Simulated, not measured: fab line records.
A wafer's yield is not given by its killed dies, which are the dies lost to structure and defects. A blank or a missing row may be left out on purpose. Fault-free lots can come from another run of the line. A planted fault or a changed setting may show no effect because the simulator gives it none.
Which of the tools did it?	flow n5_finfet	Sampling: 9 lots, 25 wafers, 5 of 1938 route steps

## WHAT EACH GAUGE READ, for each wafer
N5_BEOL_M4_RC_MEAS_101.
lot	measured	on	DIBL_N (mV/V)
L819	day 7 16:49	prober-02	41.7 36.4 36.7
L820	day 8 12:34	prober-02	36.6 38.3 34.3
L821	day 8 17:45	prober-02	40.0 35.5 40.0
L829	day 11 02:02	prober-02	39.5 37.1
L831	day 10 23:24	prober-01	38.9 36.2
L833	day 12 02:37	prober-01	34.7 38.4 35.1
L837	day 13 00:16	prober-02	33.7 35.5 37.5
L838	day 13 08:08	prober-01	37.2 33.4 34.2
L841	day 14 13:20	prober-01	35.6 37.2 35.3

## TOOL THAT RAN EACH LOT (tool first, then ch and the chambers of the sampled wafers, then the start)
lot	N5_HKMG_FIN_HK_ALD_01	N5_HKMG_FIN_ALD_74	N5_HKMG_FIN_DESCUM_53	N5_HKMG_FIN_ETCH_54
L819	ald_hk-03 ch 1,2, day 4 06:08	ald_hk-02 ch 0,1,3, day 4 06:39	rie_diel-05 ch 0,1,3, day 4 07:49	rie_diel-05 ch 0,1,3, day 4 07:51
L820	ald_hk-02 ch 0,1,3, day 4 09:53	ald_hk-03 ch 0,1, day 4 10:17	rie_diel-06 ch 2,3, day 4 10:47	rie_diel-06 ch 2,3, day 4 10:49
L821	ald_hk-02 ch 1,2,3, day 4 16:08	ald_hk-01 ch 1,2,3, day 4 16:32	rie_diel-05 ch 0,1, day 4 17:19	rie_diel-05 ch 0,1, day 4 17:22
L829	ald_hk-03 ch 0,2, day 6 17:40	ald_hk-02 ch 3, day 6 18:04	rie_diel-05 ch 0, day 6 18:34	rie_diel-05 ch 0, day 6 18:36
L831	ald_hk-02 ch 0,1, day 7 03:39	ald_hk-01 ch 1,3, day 7 04:20	rie_diel-05 ch 0,1, day 7 04:50	rie_diel-05 ch 0,1, day 7 04:52
L833	ald_hk-02 ch 0,1, day 7 18:52	ald_hk-01 ch 0,3, day 7 19:51	rie_diel-05 ch 0,2, day 7 20:29	rie_diel-05 ch 0,2, day 7 20:31
L837	ald_hk-03 ch 1,3, day 8 19:14	ald_hk-02 ch 1,2, day 8 19:41	rie_diel-04 ch 0,1, day 8 20:25	rie_diel-04 ch 0,1, day 8 20:27
L838	ald_hk-02 ch 1,2, day 9 01:55	ald_hk-01 ch 1,2, day 9 02:23	rie_diel-04 ch 0,1, day 9 02:55	rie_diel-04 ch 0,1, day 9 02:57
L841	ald_hk-02 ch 2,3, day 9 19:41	ald_hk-01 ch 0,2,3, day 9 20:14	rie_diel-04 ch 1,2,3, day 9 22:01	rie_diel-04 ch 1,2,3, day 9 22:03
- N5_HKMG_FIN_HK_ALD_01: deposits HfO2, target thk 1.6 nm, pulse time 3 s, purge time 3 s.
- N5_HKMG_FIN_ALD_74: deposits La2O3, target thk 0.5 nm, pulse time 6 s, co reactant pulse time 1 s.
- N5_HKMG_FIN_DESCUM_53: chemistry O2, time 7.9 s.
- N5_HKMG_FIN_ETCH_54: etches SiARC in CF4, target depth 45.5 nm, time 75.8 s.

## THE ANSWER, worked out from the rows above alone
Rule: usual is defined by the lots themselves. The widest of any qualifying gaps counts: lots, ordered by their means at a reading, are off when they make up no more than a third of the lots, leave a main group of 4 or more, and stand apart from it by 3 or more times the standard deviation of that group's means. Not used: any main group whose means are identical at the precision the tables above print for the reading. A lot without any number at a reading at which 4 lots or more have one is off too. Where the step has rows for the other lots, those lots are counted as sound.
Nothing can be told from this: no lot is off at any reading shown.

## WHAT HAD BEEN PUT IN BY THE SIMULATOR
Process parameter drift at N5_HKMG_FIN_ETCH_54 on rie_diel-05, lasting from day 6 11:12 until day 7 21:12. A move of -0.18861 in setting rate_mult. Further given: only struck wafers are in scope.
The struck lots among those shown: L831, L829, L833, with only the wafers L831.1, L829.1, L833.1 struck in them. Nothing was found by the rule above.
